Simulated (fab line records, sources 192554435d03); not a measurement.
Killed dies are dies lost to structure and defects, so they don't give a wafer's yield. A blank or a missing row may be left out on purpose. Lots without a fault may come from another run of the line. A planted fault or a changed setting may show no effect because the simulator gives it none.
Chamber matching | flow n5_finfet | N5_MOL_CONTACT_COAG_ETCHBACK_132 on rie_diel-05: 4 sister chambers
The step etches SiO2 in CHF3, target depth 10 nm, time 6.7 s. 4 wafers are shown with their chamber, then 10 later ones without.

WAFERS WITH THEIR CHAMBER
wafer  | chamber | rf_vpp_V (V)
L082.2 | 3       | 521
L082.5 | 2       | 498
L083.1 | 1       | 541
L083.3 | 0       | 518

WAFERS WITHOUT THEIR CHAMBER
wafer  | rf_vpp_V (V)
L083.4 | 498
L084.1 | 522
L084.2 | 517
L084.4 | 541
L085.2 | 517
L085.3 | 541
L085.6 | 498
L093.2 | 540
L093.3 | 521
L093.6 | 521

WHICH CHAMBER EACH WENT THROUGH
wafer  | from the rows above | in truth
L083.4 | 2                   | 2
L084.1 | 3                   | 3
L084.2 | 0                   | 0
L084.4 | 1                   | 1
L085.2 | 0                   | 0
L085.3 | 1                   | 1
L085.6 | 2                   | 2
L093.2 | 1                   | 1
L093.3 | 3                   | 3
L093.6 | 3                   | 3
Placed correctly: 10 of 10. Can't be placed from these rows: 0. Placed wrongly: 0.
How it was worked out, from the rows above alone: a wafer's distance from a chamber is the root of the sum, over the readings, of the square of ((its reading less the chamber's mean) divided by the reading's scatter). The wafer belongs to the nearest chamber; if the next one is less than 2 further off, it can't be placed. A chamber's mean is the mean of its shown wafers. The scatter: with one shown wafer a chamber, the root of the mean of the squares of how far each hidden wafer lies from its nearest shown one.
